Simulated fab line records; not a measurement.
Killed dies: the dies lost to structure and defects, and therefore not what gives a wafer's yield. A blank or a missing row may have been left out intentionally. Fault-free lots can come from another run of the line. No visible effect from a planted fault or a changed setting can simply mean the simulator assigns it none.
Which tool is to blame? ; flow nand_harc ; 38 wafers from 13 lots sampled at 6 of the route's 1302 steps

WHAT THE GAUGES READ, wafer by wafer
NHARC_A_ONON_D1_THK_MEAS_14: measures by ellipsometry. Usual: thk_nm reads 999 nm (standard deviation 9.7).
lot;measured;on;thk_nm (nm);flag
L505;day 7 23:05;film_metro-02;986 985 984;
L506;day 8 08:17;film_metro-02;1014 1014 1013;
L507;day 8 22:32;film_metro-01;997 998 1000;
L508;day 9 04:55;film_metro-01;998 998 997;
L511;day 10 16:25;film_metro-02;1012 1012 1013;
L512;day 11 05:52;film_metro-01;1002 1001 1003;
L513;day 11 05:55;film_metro-02;1012 1014 1014;
L515;day 12 05:56;film_metro-02;999 999 1000;
L516;day 12 13:07;film_metro-01;988 990;
L523;day 15 11:12;film_metro-01;992 990 990;
L525;day 16 00:28;film_metro-02;999 998 997;
L526;day 16 23:49;film_metro-01;996 997 995;
L528;day 17 12:16;film_metro-02;983 984 984;

NHARC_A_ONON_D1_THK_MEAS_18: measures by ellipsometry. Usual: thk_nm reads 1000 nm (standard deviation 8.4).
lot;measured;on;thk_nm (nm);flag
L505;day 8 06:30;film_metro-02;1005 1005 1005;
L506;day 8 16:20;film_metro-02;1011 1011 1011;
L507;day 9 07:10;film_metro-02;1001 1001 999;
L508;day 9 12:41;film_metro-01;1000 1000 996;
L511;day 11 00:01;film_metro-02;995 992 993;
L512;day 11 13:40;film_metro-01;1003 1004 1002;
L513;day 11 13:39;film_metro-02;1009 1009 1010;
L515;day 12 13:46;film_metro-02;891 985 983;OFF
L516;day 12 20:54;film_metro-02;898 897;OFF
L523;day 15 19:13;film_metro-02;999 1001 1000;
L525;day 16 08:14;film_metro-01;1012 1010 1011;
L526;day 17 09:30;film_metro-01;1005 1003 1004;
L528;day 17 20:20;film_metro-02;1015 1016 1016;

NHARC_A_ONON_D1_INSPECT_32. Usual: raw_defect_count reads 72 (standard deviation 23).
lot;measured;on;raw_defect_count;flag
L505;day 8 09:26;defect_inspect-01;54 72 84;
L506;day 8 19:13;defect_inspect-01;163 100 80;
L507;day 9 10:01;defect_inspect-02;90 41 88;
L508;day 9 15:35;defect_inspect-02;112 65 77;
L511;day 11 02:51;defect_inspect-02;81 115 70;
L512;day 11 16:31;defect_inspect-02;53 75 53;
L513;day 11 16:28;defect_inspect-01;85 99 86;
L515;day 12 16:37;defect_inspect-02;59 75 69;
L516;day 12 23:52;defect_inspect-01;64 94;
L523;day 15 22:02;defect_inspect-02;82 117 83;
L525;day 16 11:05;defect_inspect-01;44 33 69;
L526;day 17 12:19;defect_inspect-01;63 54 88;
L528;day 17 23:09;defect_inspect-02;44 65 47;

NHARC_END_SORT_01. Usual: killed_at_array 49, standard deviation 18; killed_at_other 0.8, standard deviation 1; killed_at_periphery 4.2, standard deviation 2.8; killed_dies 54, standard deviation 18; killed_open 3.0, standard deviation 1.7; killed_short 2.5, standard deviation 1.6.
lot;measured;on;killed_at_array;killed_at_other;killed_at_periphery;killed_dies;killed_open;killed_short;flag
L506;day 26 15:22;prober-01;33 71 66;1 0 2;2 5 2;36 76 70;1 2 2;1 4 2;
L507;day 26 14:17;prober-02;15 17 21;2 3 1;8 14 14;25 34 36;4 2 5;3 2 3;
L511;day 27 08:19;prober-01;43 38 34;2 0 2;1 3 3;46 41 39;5 4 3;4 5 3;
L523;day 32 18:35;prober-01;40 51 45;0 1 0;9 4 8;49 56 53;5 5 4;2 1 3;
L525;day 33 02:23;prober-01;66 65 54;0 0 0;5 7 6;71 72 60;5 1 4;4 4 4;
L526;day 33 08:17;prober-02;66;0;3;69;3;4;
L528;day 34 08:35;prober-01;55 53;3 1;2 2;60 56;1 3;1 4;

WHICH TOOL RAN EACH LOT (tool, then ch and the chambers of the sampled wafers, then the start)
lot;NHARC_A_ZERO_WELL_ETCH_13;NHARC_A_ONON_D1_DEP_16
L505;rie_si-01 ch 1,2,3, day 6 23:11;pecvd_onon-03 ch 0, day 8 05:59
L506;rie_si-05 ch 2,3, day 7 08:19;pecvd_onon-04 ch 0, day 8 15:53
L507;rie_si-05 ch 0,2,3, day 7 22:41;pecvd_onon-02 ch 0, day 9 06:43
L508;rie_si-05 ch 1,2,3, day 8 02:47;pecvd_onon-04 ch 0, day 9 12:14
L511;rie_si-05 ch 0,2, day 9 16:12;pecvd_onon-04 ch 0, day 10 23:31
L512;rie_si-01 ch 1,2,3, day 10 05:54;pecvd_onon-03 ch 0, day 11 13:09
L513;rie_si-05 ch 2,3, day 10 08:49;pecvd_onon-04 ch 0, day 11 13:09
L515;rie_si-04 ch 0,2,3, day 11 05:03;pecvd_onon-04 ch 0, day 12 13:14
L516;rie_si-05 ch 0,3, day 11 12:55;pecvd_onon-04 ch 0, day 12 20:23
L523;rie_si-04 ch 0,1,3, day 14 09:23;pecvd_onon-04 ch 0, day 15 18:46
L525;rie_si-04 ch 0,2,3, day 14 23:25;pecvd_onon-04 ch 0, day 16 07:46
L526;rie_si-04 ch 0,1,2, day 15 23:45;pecvd_onon-04 ch 0, day 17 08:59
L528;rie_si-04 ch 1,3, day 16 10:55;pecvd_onon-04 ch 0, day 17 19:52
- NHARC_A_ZERO_WELL_ETCH_13: etches the open film in HBr/Cl2, target depth 120 nm, time 40.1 s.
- NHARC_A_ONON_D1_DEP_16: target thk 1000 nm.

AS READ BY THE TOOLS THEMSELVES (means over the sampled wafers that have a number; for cases with no such wafer, the mark the record gives instead)
NHARC_A_ZERO_WELL_ETCH_13. Usual: drypump_motor_current_A 5.7 A, standard deviation 0.44; hbr_flow_sccm 149.9 sccm, standard deviation 0.44; oes_product_au 0.998 a.u., standard deviation 0.0095; rf_fwd_power_W 394.6 W, standard deviation 1.7; throttle_valve_pct 26.404 %, standard deviation 0.0097.
lot;tool;drypump_motor_current_A (A);hbr_flow_sccm (sccm);oes_product_au (a.u.);rf_fwd_power_W (W);throttle_valve_pct (%);flag
L505;rie_si-01;5.6;150.2;1.016;394.2;26.404;
L506;rie_si-05;5.9;149.9;1.003;393.6;26.409;
L507;rie_si-05;6.1;150.2;0.997;393.0;26.401;
L508;rie_si-05;6.0;150.1;0.993;394.8;26.406;
L511;rie_si-05;6.2;150.2;1.007;396.0;26.405;
L512;rie_si-01;5.6;149.9;0.999;394.9;26.404;
L513;rie_si-05;6.0;149.9;0.989;392.5;26.407;
L515;rie_si-04;5.4;149.7;0.995;395.3;26.408;
L516;rie_si-05;5.9;150.2;0.999;394.6;26.401;
L523;rie_si-04;5.3;149.7;1.000;393.7;26.407;
L525;rie_si-04;5.4;149.8;0.995;395.4;26.402;
L526;rie_si-04;5.5;150.1;1.001;395.7;26.413;
L528;rie_si-04;5.3;150.0;0.994;396.3;26.403;

THE ANSWER, worked out from the rows above alone
Rule: a lot counts as off when the mean over its wafers that have a number is more than 3 standard deviations away from the usual mean. Also off: a lot with no number at a reading for which 4 or more lots have one. Any other lot the step has rows for is counted as sound. After the gauges, taken in route order, come the tools' own readings; for these a lot's mean is taken, as printed above. The first step at which some lot is off is used, and at that step the reading that is off furthest; a lot without a number counts as furthest.
Off: L515, L516, at NHARC_A_ONON_D1_THK_MEAS_18 (thk_nm).
A tool fits if, at a process step before that reading, it ran every lot that is off, and no sound lot after the first of them. Those tools and the gauges at NHARC_A_ONON_D1_THK_MEAS_18 are tried in the same way. Not one of the candidates tried fits.

WHAT HAD BEEN PUT IN BY THE SIMULATOR
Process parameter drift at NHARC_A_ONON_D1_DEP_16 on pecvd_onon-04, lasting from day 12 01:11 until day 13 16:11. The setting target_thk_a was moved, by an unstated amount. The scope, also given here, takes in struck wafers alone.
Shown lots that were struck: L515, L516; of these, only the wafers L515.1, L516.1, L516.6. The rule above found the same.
